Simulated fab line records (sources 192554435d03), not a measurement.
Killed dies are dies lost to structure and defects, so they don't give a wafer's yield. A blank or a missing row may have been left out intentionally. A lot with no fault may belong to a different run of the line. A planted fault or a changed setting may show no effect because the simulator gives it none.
What tool caused it? :: flow n5-finfet :: 27 wafers from 9 lots sampled at 2 of the route's 1938 steps

WHAT THE GAUGES SHOWED, per wafer
N5_HKMG_FIN_OVL_MEAS_13.
lot: L605
measured: day 4 15:38
on: overlay-02
NWFM_OVL (nm): -0.5 0.2 0.6

lot: L612
measured: day 6 15:04
on: overlay-01
NWFM_OVL (nm): -0.1 0.4 -0.8

lot: L614
measured: day 6 23:26
on: overlay-02
NWFM_OVL (nm): -1.2 0.0 0.0

lot: L616
measured: day 7 08:20
on: overlay-01
NWFM_OVL (nm): -0.5 -0.8 -1.5

lot: L617
measured: day 7 15:32
on: overlay-02
NWFM_OVL (nm): -0.3 -1.0 0.7

lot: L623
measured: day 9 04:16
on: overlay-02
NWFM_OVL (nm): 18.2 18.1 18.6

lot: L624
measured: day 9 09:13
on: overlay-01
NWFM_OVL (nm): 0.6 1.8 -0.4

lot: L625
measured: day 9 18:44
on: overlay-01
NWFM_OVL (nm): -0.1 0.2 0.6

lot: L626
measured: day 10 00:55
on: overlay-01
NWFM_OVL (nm): -0.7 -1.2 -0.2

WHICH TOOL RAN EACH LOT (tool, then ch and the chambers of the sampled wafers, then the start)
lot: L605
N5_HKMG_FIN_EXPOSE_09: arfi-scanner-03 ch 0, day 4 15:29

lot: L612
N5_HKMG_FIN_EXPOSE_09: arfi-scanner-02 ch 0, day 6 14:55

lot: L614
N5_HKMG_FIN_EXPOSE_09: arfi-scanner-02 ch 0, day 6 23:17

lot: L616
N5_HKMG_FIN_EXPOSE_09: arfi-scanner-02 ch 0, day 7 08:10

lot: L617
N5_HKMG_FIN_EXPOSE_09: arfi-scanner-03 ch 0, day 7 15:23

lot: L623
N5_HKMG_FIN_EXPOSE_09: arfi-scanner-02 ch 0, day 9 04:07

lot: L624
N5_HKMG_FIN_EXPOSE_09: arfi-scanner-03 ch 0, day 9 09:04

lot: L625
N5_HKMG_FIN_EXPOSE_09: arfi-scanner-03 ch 0, day 9 18:35

lot: L626
N5_HKMG_FIN_EXPOSE_09: arfi-scanner-01 ch 0, day 10 00:47
- N5_HKMG_FIN_EXPOSE_09: exposes mask NWFM.

THE ANSWER, worked out from the rows above alone
Rule: the lots themselves supply what counts as usual. Put in order of their means at a reading, lots are off if they are a third of the lots or fewer, leave a main group of 4 or more, and stand apart from it by a gap of 3 or more times the standard deviation of the main group's means; of several such gaps the widest counts. If all means in a main group match to the digits the tables above print for the reading, that group is not used. Also off: a lot with no number at a reading for which 4 or more lots have one. Any other lot the step has rows for is counted as sound.
Off: at N5_HKMG_FIN_OVL_MEAS_13 (NWFM_OVL), L623. The main group: mean -0.2 nm, standard deviation 0.48.
If a tool, at a process step before that reading, ran all the lots that are off and no sound lot after the first of them, it fits. Gauges at N5_HKMG_FIN_OVL_MEAS_13: tried the same way as those tools. 2 tools fit, arfi-scanner-02 at N5_HKMG_FIN_EXPOSE_09 and overlay-02 at N5_HKMG_FIN_OVL_MEAS_13, so this cannot tell which one it is.

WHAT WAS PUT IN BY THE SIMULATOR
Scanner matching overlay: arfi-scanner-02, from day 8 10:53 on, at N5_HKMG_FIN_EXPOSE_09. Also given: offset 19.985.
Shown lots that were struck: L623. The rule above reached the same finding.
